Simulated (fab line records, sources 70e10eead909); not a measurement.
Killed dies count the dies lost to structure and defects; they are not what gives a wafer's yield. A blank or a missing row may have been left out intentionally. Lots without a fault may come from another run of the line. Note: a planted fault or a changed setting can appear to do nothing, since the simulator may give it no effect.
fab line records	flow nand_harc
[record] lots = 13	wafers = 39	last_day = 25
route steps=1159 shown P_M2@350 A_ZERO_WELL@405 A_ONON_D1@440 A_CHANNEL_HOLE_D1@464 END@1159
lots with no fault: from the same line, run without faults
start_h: hours from the record's opening day to when the first of the lot's shown wafers began	wait_h: time in hours since the lot's previous step	" unchanged from the row above	L1.1+2: a row that stands for several wafers	- no value, or no start was given	* or withheld: withheld	< > ~ a bound
route shown NAME@n: a module of which the file shows steps, and the number in the route of the first	usual: mean/standard deviation taken from wafers without a fault	same: alike in all rows	chamber/n: place in a boat	sites: readings site by site	_std_site: the values' standard deviation	_edge_site: the outer-site mean with the inner-site mean subtracted	radius_mm: how far each site lies from the wafer's centre	mask NAME#n: copy n	behind: the tool/chamber that last shaped the wafer	hold: what put the lot on hold/how long, in hours/how the hold closed	device: names the non-switching transistor (n, p or np)	end of line: the route-end tests of the same wafers	step lacking rows: just its recipe	killed: at the first sort, the dies lost to defects and structure; wafer yield is something else	map: per-die view of a wafer (x killed, . not killed, _ where there is no die)
set.NAME: the setting as run; set.NAME@STEP: as run at that earlier step	model.NAME: the simulator's own value behind a step, which no gauge read
steps of the route over a sample of lots; a table a step, a row a wafer
services: when a tool's chamber went out of use (start_h, in hours from the record's first day, below 0 if earlier), for how many hours, and the reason
[[steps]]
[step NHARC_P_M2_DEP_33]
[recipe] target_thk_a = 300	temp_c = 370	target_thk_nm = 30	pressure_torr = 3	flow_sccm = 200	rf_w = 450	material = SiCN
[usual] heater_power_w = 595/68
lot.wafer	tool	chamber	start_h	wait_h	heater_power_w
L489.1	pecvd-03	0	135.90	0.1	610
L489.3	"	1	"	"	563
L489.2	"	2	"	"	625
L490.1	pecvd-01	2	144.62	0.1	572
L490.4	"	0	"	"	527
L490.6	"	1	"	"	615
L496.3	pecvd-01	1	172.60	0.1	608
L496.1	"	0	"	"	490
L496.5	"	2	"	"	639
L495.3	pecvd-01	1	173.30	0.1	715
L495.2	"	0	"	"	578
L495.4	"	2	"	"	633
L494.1	pecvd-04	0	173.84	0.1	394
L494.3	"	1	"	"	527
L494.4	"	2	"	"	613
L497.3	pecvd-01	0	182.20	0.1	581
L497.1	"	1	"	"	690
L497.4	"	1	"	"	701
L502.2	pecvd-04	1	213.87	0.1	507
L502.1	"	0	"	"	489
L502.4	"	1	"	"	508
L505.2	pecvd-03	2	229.71	0.1	651
L505.3	"	0	"	"	622
L505.4	"	0	"	"	624
L506.2	pecvd-04	0	235.84	0.1	507
L506.5	"	1	"	"	594
L506.6	"	2	"	"	687
L507.3	pecvd-03	0	240.38	0.1	536
L507.2	"	2	"	"	661
L507.6	"	1	"	"	652
L508.3	pecvd-03	0	241.98	0.1	535
L508.2	"	1	"	"	621
L508.5	"	2	"	"	592
L509.2	pecvd-01	1	252.92	0.1	672
L509.1	"	0	"	"	605
L509.4	"	2	"	"	539
L511.2	pecvd-04	1	264.75	0.1	581
L511.1	"	0	"	"	456
L511.5	"	2	"	"	681
[step NHARC_A_ZERO_WELL_ETCH_13]
[recipe] target_depth_a = 1200	time_s = 40.1	hbr_flow_sccm = 150	cl2_flow_sccm = 50	rf_w = 400	icp_w = 400	bias_w = 100	chemistry = HBr/Cl2
[usual] drypump_motor_current_A = 5.9/0.49	he_backside_leak_sccm = 2.65/0.25	oes_product_au = 1.005/0.011	throttle_valve_pct = 26.404/0.0081
[same] time_s = 40.1
lot.wafer	tool	chamber	start_h	wait_h	drypump_motor_current_A	he_backside_leak_sccm	oes_product_au	rf_hours_counter_h	throttle_valve_pct
L489.3	rie_si-06	0	142.04	-	5.5	2.80	1.012	1.1	26.402
L489.1	"	1	"	"	4.9	3.03	1.005	0.9	26.401
L489.2	"	2	"	"	5.8	2.60	1.020	1.0	26.408
L490.4	rie_si-06	1	150.54	-	4.9	2.97	0.994	0.9	26.405
L490.1	"	2	"	"	5.8	2.82	1.010	1.1	26.403
L490.6	"	1	"	"	4.9	2.87	1.001	-	26.395
L496.3	rie_si-06	0	178.67	-	5.5	2.74	1.016	1.3	26.407
L496.1	"	2	"	"	5.8	3.14	1.015	1.3	26.408
L496.5	"	0	"	"	5.5	2.90	1.026	-	26.411
L495.4	rie_si-05	0	179.43	-	6.2	2.26	1.010	0.7	26.394
L495.2	"	1	"	"	5.9	2.55	1.006	0.8	26.404
L495.3	"	3	"	"	5.9	2.61	0.989	0.8	26.411
L494.4	rie_si-01	3	179.90	-	6.3	2.52	1.016	0.4	26.419
L494.3	"	1	"	"	6.7	2.91	0.996	0.3	26.416
L494.1	"	2	"	"	6.1	2.76	0.987	0.2	26.409
L497.1	rie_si-05	1	189.07	-	5.8	2.40	1.008	0.9	26.406
L497.4	"	2	"	"	5.3	2.25	0.995	0.8	26.409
L497.3	"	3	"	"	5.8	2.54	0.997	0.8	26.398
L502.4	rie_si-01	0	220.77	-	6.2	2.53	1.008	0.7	26.396
L502.2	"	1	"	"	6.6	2.72	0.990	0.7	26.400
L502.1	"	3	"	"	6.3	2.40	1.010	0.7	26.405
L505.3	rie_si-06	1	235.78	-	4.9	3.13	0.992	0.3	26.404
L505.2	"	3	"	"	6.0	2.44	1.004	0.3	26.409
L505.4	"	3	"	"	6.0	2.50	1.008	-	26.408
L506.2	rie_si-06	3	241.91	-	5.9	2.42	1.004	0.3	26.406
L506.6	"	1	"	"	4.9	3.21	0.998	-	26.392
L506.5	"	3	"	"	6.0	2.27	1.018	-	26.404
L507.3	rie_si-06	1	246.34	-	4.9	3.00	0.986	0.4	26.413
L507.2	"	3	"	"	6.0	2.37	1.008	0.4	26.397
L507.6	"	1	"	"	4.8	3.05	0.986	-	26.396
L508.2	rie_si-01	0	248.11	-	6.2	2.57	1.019	0.9	26.401
L508.3	"	2	"	"	6.2	2.80	1.000	0.7	26.421
L508.5	"	3	"	"	6.2	2.51	1.016	-	26.413
L509.4	rie_si-01	3	259.08	-	6.2	2.48	1.016	0.9	26.409
L509.1	"	0	"	"	6.2	2.13	1.012	0.9	26.396
L509.2	"	2	"	"	6.1	2.83	1.003	0.8	26.401
L511.1	rie_si-01	0	270.99	-	6.2	2.62	1.003	1.0	26.400
L511.2	"	1	"	"	6.7	2.77	0.993	1.0	26.404
L511.5	"	0	"	"	6.2	2.61	1.004	-	26.395
[step NHARC_A_ONON_D1_DEP_22]
[recipe] target_thk_a = 10000	n2_flow_sccm = 2750	n2o_flow_sccm = 2000	nh3_flow_sccm = 500	sih4_flow_sccm = 210	temp_c = 400
[usual] n2o_flow_sccm = 2000/6.4
lot.wafer	tool	chamber	start_h	wait_h	n2o_flow_sccm
L489.1	pecvd_onon-03	0	178.05	0.1	2001
L489.2	"	0	"	"	2003
L489.3	"	0	"	"	2010
L490.1	pecvd_onon-03	0	185.47	0.1	1997
L490.4	"	0	"	"	1998
L490.6	"	0	"	"	2004
L496.1	pecvd_onon-01	0	212.35	0.1	1995
L496.3	"	0	"	"	2000
L496.5	"	0	"	"	1997
L495.2	pecvd_onon-03	0	212.41	0.1	1997
L495.3	"	0	"	"	2002
L495.4	"	0	"	"	2001
L494.1	pecvd_onon-04	0	212.50	0.1	1988
L494.3	"	0	"	"	1999
L494.4	"	0	"	"	1988
L497.1	pecvd_onon-04	0	222.42	0.1	2001
L497.3	"	0	"	"	1993
L497.4	"	0	"	"	2005
L502.1	pecvd_onon-04	0	259.24	0.1	2006
L502.2	"	0	"	"	2005
L502.4	"	0	"	"	2006
L505.2	pecvd_onon-04	0	271.66	0.1	1996
L505.3	"	0	"	"	1997
L505.4	"	0	"	"	2006
L506.2	pecvd_onon-04	0	279.32	0.1	1994
L506.5	"	0	"	"	1996
L506.6	"	0	"	"	1994
L508.2	pecvd_onon-01	0	279.33	0.1	1992
L508.3	"	0	"	"	1985
L508.5	"	0	"	"	1993
L507.2	pecvd_onon-03	0	279.34	0.1	1998
L507.3	"	0	"	"	1994
L507.6	"	0	"	"	2005
L509.1	pecvd_onon-03	0	293.59	0.1	1987
L509.2	"	0	"	"	1994
L509.4	"	0	"	"	1996
L511.1	pecvd_onon-01	0	305.55	0.1	1998
L511.2	"	0	"	"	2000
L511.5	"	0	"	"	2008
[step NHARC_A_ONON_D1_THK_MEAS_24]
[recipe] thk_meas_gauge = ellipsometry
[usual] thk_nm = 1001/9.6
lot.wafer	tool	chamber	start_h	wait_h	thk_nm
L489.1	film_metro-02	-	178.56	-	994
L489.2	"	-	"	"	994
L489.3	"	-	"	"	992
L490.1	film_metro-02	-	186.00	-	1003
L490.4	"	-	"	"	1003
L490.6	"	-	"	"	1004
L496.1	film_metro-01	-	212.86	-	998
L496.3	"	-	"	"	998
L496.5	"	-	"	"	999
L495.2	film_metro-02	-	212.86	-	1004
L495.3	"	-	"	"	1004
L495.4	"	-	"	"	1003
L494.1	film_metro-02	-	213.01	-	1012
L494.3	"	-	"	"	1010
L494.4	"	-	"	"	1010
L497.1	film_metro-02	-	222.93	-	996
L497.3	"	-	"	"	996
L497.4	"	-	"	"	995
L502.1	film_metro-01	-	259.75	-	1001
L502.2	"	-	"	"	1002
L502.4	"	-	"	"	1003
L505.2	film_metro-02	-	272.11	-	1695
L505.3	"	-	"	"	1694
L505.4	"	-	"	"	1695
L506.2	film_metro-01	-	279.78	-	1690
L506.5	"	-	"	"	1691
L506.6	"	-	"	"	1691
L508.2	film_metro-02	-	279.78	-	1017
L508.3	"	-	"	"	1015
L508.5	"	-	"	"	1017
L507.2	film_metro-01	-	279.79	-	997
L507.3	"	-	"	"	995
L507.6	"	-	"	"	995
L509.1	film_metro-02	-	294.11	-	991
L509.2	"	-	"	"	991
L509.4	"	-	"	"	990
L511.1	film_metro-02	-	306.05	-	1011
L511.2	"	-	"	"	1011
L511.5	"	-	"	"	1013
[step NHARC_A_CHANNEL_HOLE_D1_INSPECT_12]
[usual] raw_defect_count = 6/3.4
lot.wafer	tool	chamber	start_h	wait_h	raw_defect_count
L489.1	defect_inspect-02	-	185.43	0.0	6
L489.2	"	-	"	"	7
L489.3	"	-	"	"	3
L490.1	defect_inspect-02	-	192.08	0.0	7
L490.4	"	-	"	"	7
L490.6	"	-	"	"	5
L495.2	defect_inspect-02	-	217.37	0.0	4
L495.3	"	-	"	"	1
L495.4	"	-	"	"	5
L496.1	defect_inspect-02	-	217.63	0.0	6
L496.3	"	-	"	"	5
L496.5	"	-	"	"	0
L494.1	defect_inspect-01	-	218.76	0.0	2
L494.3	"	-	"	"	1
L494.4	"	-	"	"	5
L497.1	defect_inspect-02	-	227.32	0.0	3
L497.3	"	-	"	"	7
L497.4	"	-	"	"	1
L502.1	defect_inspect-01	-	264.45	0.0	5
L502.2	"	-	"	"	5
L502.4	"	-	"	"	3
L507.2	defect_inspect-01	-	284.53	0.0	7
L507.3	"	-	"	"	8
L507.6	"	-	"	"	4
L508.2	defect_inspect-02	-	284.82	0.0	4
L508.3	"	-	"	"	3
L508.5	"	-	"	"	3
L509.1	defect_inspect-01	-	299.29	0.0	11
L509.2	"	-	"	"	2
L509.4	"	-	"	"	2
L511.1	defect_inspect-01	-	312.21	0.0	5
L511.2	"	-	"	"	9
L511.5	"	-	"	"	4
[step NHARC_END_SORT_01]
[recipe] temp_c = 25
[usual] killed_at_array = 25/9.2	killed_at_other = 0.9/1.3	killed_at_periphery = 3.3/2.3	killed_dies = 29/9.6	killed_open = 3.2/1.8	killed_short = 2/1.4
[same] gross_dies = 677
lot.wafer	tool	chamber	start_h	wait_h	killed_at_array	killed_at_other	killed_at_periphery	killed_dies	killed_open	killed_short
L505.2	prober-02	0	560.23	2.8	668	3	6	677	5	2
L505.3	prober-02	0	561.03	3.1	669	2	6	677	4	6
L505.4	prober-02	0	561.83	3.4	673	0	4	677	4	5
L506.2	prober-02	0	568.04	2.8	673	1	3	677	3	2
L506.5	prober-02	0	570.39	3.6	673	0	4	677	4	1
L506.6	prober-02	0	571.17	3.9	671	0	6	677	3	0
// killed by level:class
L505.2 A_ONON_D1:area_dep=649 A_STAIRCASE:chamber_film_flake=6 A_CHANNEL_HOLE_D1:chamber_film_flake=4 P_ZERO_WELL:chamber_film_flake=3 A_CONTACT:chamber_film_flake=3 P_M0:geometric_particle:open=2 A_WL_FILL:chamber_film_flake=2 THIN_TSV:chamber_film_flake=2
L505.3 A_ONON_D1:area_dep=655 A_CONTACT:chamber_film_flake=5 A_STAIRCASE:chamber_film_flake=3 A_CONTACT:geometric_particle:short=2 THIN_TSV:chamber_film_flake=2 P_CONTACT:geometric_particle:short=1 P_CONTACT:geometric_particle:open=1 P_M0:geometric_particle:open=1
L505.4 A_ONON_D1:area_dep=652 A_STAIRCASE:chamber_film_flake=5 A_CONTACT:chamber_film_flake=5 A_CHANNEL_HOLE_D1:chamber_film_flake=4 A_WL_FILL:geometric_particle:short=3 P_STI:geometric_particle:short=1 P_CONTACT:geometric_particle:open=1 P_CONTACT:geometric_particle:short=1
L506.2 A_ONON_D1:area_dep=644 A_CHANNEL_HOLE_D1:chamber_film_flake=11 A_SLIT:chamber_film_flake=8 A_CONTACT:chamber_film_flake=6 A_WL_FILL:geometric_particle:open=2 P_M1:geometric_particle:open=1 P_M1:geometric_particle:short=1 A_CHANNEL_HOLE_D1:geometric_particle:short=1
L506.5 A_ONON_D1:area_dep=642 A_SLIT:chamber_film_flake=11 A_CHANNEL_HOLE_D1:chamber_film_flake=11 A_CONTACT:chamber_film_flake=6 P_CONTACT:geometric_particle:open=1 P_M0:geometric_particle:open=1 A_ONON_D1:geometric_particle:open=1 A_CHANNEL_FILL_D1:geometric_particle:open=1
L506.6 A_ONON_D1:area_dep=634 A_CHANNEL_HOLE_D1:chamber_film_flake=20 A_SLIT:chamber_film_flake=11 A_CONTACT:chamber_film_flake=4 P_STI:geometric_particle:open=2 P_STI:chamber_film_flake=2 P_M1:chamber_film_flake=2 A_ONON_D1:geometric_particle:open=1
[[services]]
tool	chamber	start_h	hours	kind
pecvd-01	1	111.97	5.0	repair
rie_si-01	2	112.12	12.0	repair
pecvd-03	0	123.80	10.4	repair
rie_si-01	-	127.00	9.0	pm
pecvd_onon-03	-	153.38	13.0	pm
rie_si-01	-	155.44	0.1	repair
pecvd-04	-	161.75	0.4	repair
rie_si-01	2	161.78	7.1	repair
pecvd-01	-	162.00	1.1	repair
rie_si-06	-	183.00	9.0	pm
pecvd_onon-01	-	195.00	13.0	pm
pecvd-04	-	195.70	13.0	pm
rie_si-01	0	203.52	4.4	repair
pecvd-01	2	206.82	3.9	repair
pecvd-03	-	230.20	2.3	repair
pecvd-01	-	237.00	13.0	pm
pecvd_onon-04	-	237.00	13.0	pm
pecvd-03	2	253.54	20.1	repair
rie_si-06	-	256.29	0.2	repair
rie_si-06	-	283.40	0.3	repair
pecvd-01	0	288.31	11.8	repair
pecvd-03	-	292.20	13.0	pm
rie_si-06	-	300.65	0.7	repair
rie_si-01	-	304.00	9.0	pm
[[key]]
[first_sign] step = NHARC_A_ONON_D1_THK_MEAS_24	reading = thk_nm	direction = up	sigmas = 72	usual = 1001	struck = 1693
[effect] step = NHARC_END_SORT_01	reading = killed_at_array	direction = up	sigmas = 70	usual = 25	struck = 671
[more_kills_born_at] NHARC_A_ONON_D1_DEP_22@pecvd_onon-04 = 3876
met_at NHARC_A_ONON_D1_DEP_22
struck_lots L505,L506
later_rows_left_out L505.2,L505.3,L505.4,L506.2,L506.5,L506.6
tester_left_out L505,L506
not_acting_at NHARC_P_M2_DEP_33,NHARC_A_ZERO_WELL_ETCH_13,NHARC_A_CHANNEL_HOLE_D1_INSPECT_12
onset_between 259.24 271.66
[fault] kind = process_parameter_drift	tool = pecvd_onon-04	chamber = -	onset_h = 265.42	steps = NHARC_A_ONON_D1_DEP_22	channel = target_thk_a	offset = *	shape = step	end_h = 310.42	acts_in = *	stated = *
// tester_left_out: of these lots the tester's yield and bins aren't shown, on N5 and GAA mostly nor the transistor test; their killed dies are dies lost to structure and defects alone, not to doping, threshold or leakage, so they don't give the yield
// later_rows_left_out: the simulator's readings of these wafers behind a module that went badly wrong aren't trusted and aren't shown, but for the sort
